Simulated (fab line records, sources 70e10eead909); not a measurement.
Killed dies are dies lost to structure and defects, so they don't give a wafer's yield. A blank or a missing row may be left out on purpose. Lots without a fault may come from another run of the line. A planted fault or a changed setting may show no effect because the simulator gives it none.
Which tool did it? | flow nand_harc | 8 lots, 22 wafers sampled, at 5 steps of a route of 1159

WHAT THE GAUGES READ, wafer by wafer
NHARC_END_SORT_01. Usual: killed_at_array 28, standard deviation 11; killed_at_other 0.5, standard deviation 0.85; killed_at_periphery 2.7, standard deviation 1.9; killed_dies 32, standard deviation 12; killed_open 3.3, standard deviation 1.6; killed_short 2.1, standard deviation 1.5.
lot  | measured     | on        | killed_at_array | killed_at_other | killed_at_periphery | killed_dies | killed_open | killed_short | flag
L369 | day 23 10:55 | prober-02 | 19              | 1               | 77                  | 97          | 1           | 1            | OFF

WHICH TOOL RAN EACH LOT (tool, then ch and the chambers of the sampled wafers, then the start)
lot  | NHARC_P_GATE_RTA_82              | NHARC_P_CONTACT_ETCH_18                       | NHARC_P_CONTACT_STRIP_28           | NHARC_P_CONTACT_ALD_22
L372 | rtp_anneal-02 ch 0, day 8 22:53  | rie_diel-06 ch 0,3, day 9 01:45 or earlier    | rie_diel-05 ch 0,3, day 9 01:45    | ald_metal-04 ch 0,1, day 9 02:40
L369 | rtp_anneal-01 ch 0, day 8 23:56  | rie_diel-06 ch 0, day 9 02:52 or earlier      | rie_diel-05 ch 3, day 9 02:52      | ald_metal-03 ch 0, day 9 03:46
L370 | rtp_anneal-02 ch 0, day 9 01:17  | rie_diel-05 ch 1,3, day 9 04:47 or earlier    | rie_diel-06 ch 1,2,3, day 9 04:47  | ald_metal-02 ch 0,2, day 9 05:40
L371 | rtp_anneal-01 ch 0, day 9 05:20  | rie_diel-05 ch 1,2,3, day 9 08:16 or earlier  | rie_diel-06 ch 0,1,2, day 9 08:16  | ald_metal-02 ch 0,2, day 9 09:09
L373 | rtp_anneal-01 ch 0, day 9 08:35  | rie_diel-05 ch 0,2, day 9 11:31 or earlier    | rie_diel-06 ch 0,1,3, day 9 11:31  | ald_metal-04 ch 1,2,3, day 9 12:27
L374 | rtp_anneal-01 ch 0, day 9 12:58  | rie_diel-05 ch 0,1,2, day 9 15:48 or earlier  | rie_diel-11 ch 1,2,3, day 9 15:48  | ald_metal-02 ch 0,3, day 9 16:40
L379 | rtp_anneal-01 ch 0, day 10 11:55 | rie_diel-05 ch 0,1,3, day 10 15:32 or earlier | rie_diel-11 ch 1,2,3, day 10 15:32 | ald_metal-02 ch 0,1,2, day 10 16:28
L381 | rtp_anneal-01 ch 0, day 11 11:40 | rie_diel-06 ch 0,1,3, day 11 14:37 or earlier | rie_diel-11 ch 0,1,2, day 11 14:37 | ald_metal-02 ch 0,2,3, day 11 15:31
- NHARC_P_GATE_RTA_82: time 30 s.
- NHARC_P_CONTACT_ETCH_18: etches the open film in C4F8/O2/Ar, target depth 481 nm, time 240.5 s.
- NHARC_P_CONTACT_STRIP_28: strips in O2.
- NHARC_P_CONTACT_ALD_22: deposits TiN, target thk 3 nm, pulse time 1 s, ald cycles 150.

WHAT THE TOOLS THEMSELVES READ (means of the sampled wafers that have a number; where no wafer has one, the mark that the record gives instead)
NHARC_P_GATE_RTA_82. Usual: lamp_power_pct 4.56 %, standard deviation 0.11; lamp_zone_5_pct 4.58 %, standard deviation 0.11; lamp_zone_7_pct 4.80 %, standard deviation 0.12; wafer_temp_C_max 452.0, standard deviation 0.47.
lot  | tool          | lamp_power_pct (%) | lamp_zone_5_pct (%) | lamp_zone_7_pct (%) | wafer_temp_C_max | flag
L372 | rtp_anneal-02 | 4.66               | 4.69                | 4.91                | 452.0            |
L369 | rtp_anneal-01 | 4.44               | 4.45                | 4.68                | 451.7            |
L370 | rtp_anneal-02 | 4.66               | 4.68                | 4.91                | 451.7            |
L371 | rtp_anneal-01 | 4.44               | 4.45                | 4.68                | 451.4            |
L373 | rtp_anneal-01 | 4.44               | 4.45                | 4.68                | 451.9            |
L374 | rtp_anneal-01 | 4.44               | 4.46                | 4.68                | 451.4            |
L379 | rtp_anneal-01 | 4.44               | 4.46                | 4.67                | 451.5            |
L381 | rtp_anneal-01 | 4.44               | 4.46                | 4.68                | 452.0            |

NHARC_P_CONTACT_ETCH_18. Usual: oes_product_au 0.960 a.u., standard deviation 0.016; rf_vpp_V 979 V, standard deviation 5.4.
lot  | tool        | oes_product_au (a.u.) | rf_vpp_V (V) | flag
L372 | rie_diel-06 | 0.961                 | 982          |
L369 | rie_diel-06 | 0.971                 | 983          |
L370 | rie_diel-05 | 0.980                 | 980          |
L371 | rie_diel-05 | 0.948                 | 978          |
L373 | rie_diel-05 | 0.968                 | 972          |
L374 | rie_diel-05 | 0.974                 | 976          |
L379 | rie_diel-05 | 0.961                 | 978          |
L381 | rie_diel-06 | 0.975                 | 979          |

NHARC_P_CONTACT_STRIP_28. Usual: drypump_motor_current_A 5.9 A, standard deviation 0.58; oes_product_au 0.999 a.u., standard deviation 0.0088; rf_vpp_V 57.8 V, standard deviation 0.81; showerhead_plenum_p_Torr 3.57 Torr, standard deviation 0.12; throttle_valve_pct 17.037 %, standard deviation 0.0097.
lot  | tool        | drypump_motor_current_A (A) | oes_product_au (a.u.) | rf_vpp_V (V) | showerhead_plenum_p_Torr (Torr) | throttle_valve_pct (%) | flag
L372 | rie_diel-05 | 5.9                         | 1.003                 | 57.4         | 3.48                            | 17.038                 |
L369 | rie_diel-05 | 6.4                         | 0.992                 | 56.7         | 3.54                            | 17.053                 |
L370 | rie_diel-06 | 6.1                         | 0.994                 | 58.1         | 3.57                            | 17.039                 |
L371 | rie_diel-06 | 6.1                         | 1.003                 | 58.3         | 3.57                            | 17.031                 |
L373 | rie_diel-06 | 6.4                         | 0.995                 | 57.6         | 3.56                            | 17.033                 |
L374 | rie_diel-11 | 5.6                         | 1.006                 | 57.9         | 3.62                            | 17.043                 |
L379 | rie_diel-11 | 5.6                         | 0.985                 | 57.9         | 3.62                            | 17.034                 |
L381 | rie_diel-11 | 5.8                         | 1.001                 | 58.1         | 3.61                            | 17.038                 |

NHARC_P_CONTACT_ALD_22. Usual: heater_power_outer_w 695 W, standard deviation 69; heater_power_w 1113 W, standard deviation 89; precursor_pulse_height_rel 1.001, standard deviation 0.018; susceptor_temp_C 450.01 C, standard deviation 0.25.
lot  | tool         | heater_power_outer_w (W) | heater_power_w (W) | precursor_pulse_height_rel | susceptor_temp_C (C) | flag
L372 | ald_metal-04 | 653                      | 1081               | 0.976                      | 449.98               |
L369 | ald_metal-03 | 774                      | 1186               | 1.021                      | 450.07               |
L370 | ald_metal-02 | 623                      | 1059               | 1.010                      | 450.06               |
L371 | ald_metal-02 | 649                      | 996                | 1.013                      | 450.11               |
L373 | ald_metal-04 | 716                      | 1115               | 1.010                      | 449.99               |
L374 | ald_metal-02 | 633                      | 1104               | 0.988                      | 450.04               |
L379 | ald_metal-02 | 624                      | 1027               | 0.994                      | 449.79               |
L381 | ald_metal-02 | 655                      | 1073               | 0.995                      | 449.81               |

THE ANSWER, worked out from the rows above alone
Rule: a lot is off if the mean of its wafers that have a number lies more than 3 standard deviations from the usual mean. A lot without any number at a reading at which 4 lots or more have one is off too. The other lots that the step has rows for count as sound. The gauges are gone through in route order, then the tools' own readings, and for those a lot's mean is taken as printed above. The first step at which some lot is off is used, and at that step the reading that is off furthest; a lot without a number counts as furthest.
Off: L369, at NHARC_END_SORT_01 (killed_at_periphery). Neither off nor sound, because the step has no rows for them: L372, L370, L371, L373, L374, L379, L381.
A tool fits if, at a process step before that reading, it ran every lot that is off, and no sound lot after the first of them. The gauges at NHARC_END_SORT_01 are tried like those tools. NHARC_P_CONTACT_ETCH_18 gives no start for some lots, so the hours and the order of its lots are those of NHARC_P_CONTACT_STRIP_28. Can't be told from this: 5 tools fit, rtp_anneal-01 at NHARC_P_GATE_RTA_82, rie_diel-06 at NHARC_P_CONTACT_ETCH_18, rie_diel-05 at NHARC_P_CONTACT_STRIP_28, ald_metal-03 at NHARC_P_CONTACT_ALD_22, prober-02 at NHARC_END_SORT_01.

WHAT THE SIMULATOR HAD PUT IN
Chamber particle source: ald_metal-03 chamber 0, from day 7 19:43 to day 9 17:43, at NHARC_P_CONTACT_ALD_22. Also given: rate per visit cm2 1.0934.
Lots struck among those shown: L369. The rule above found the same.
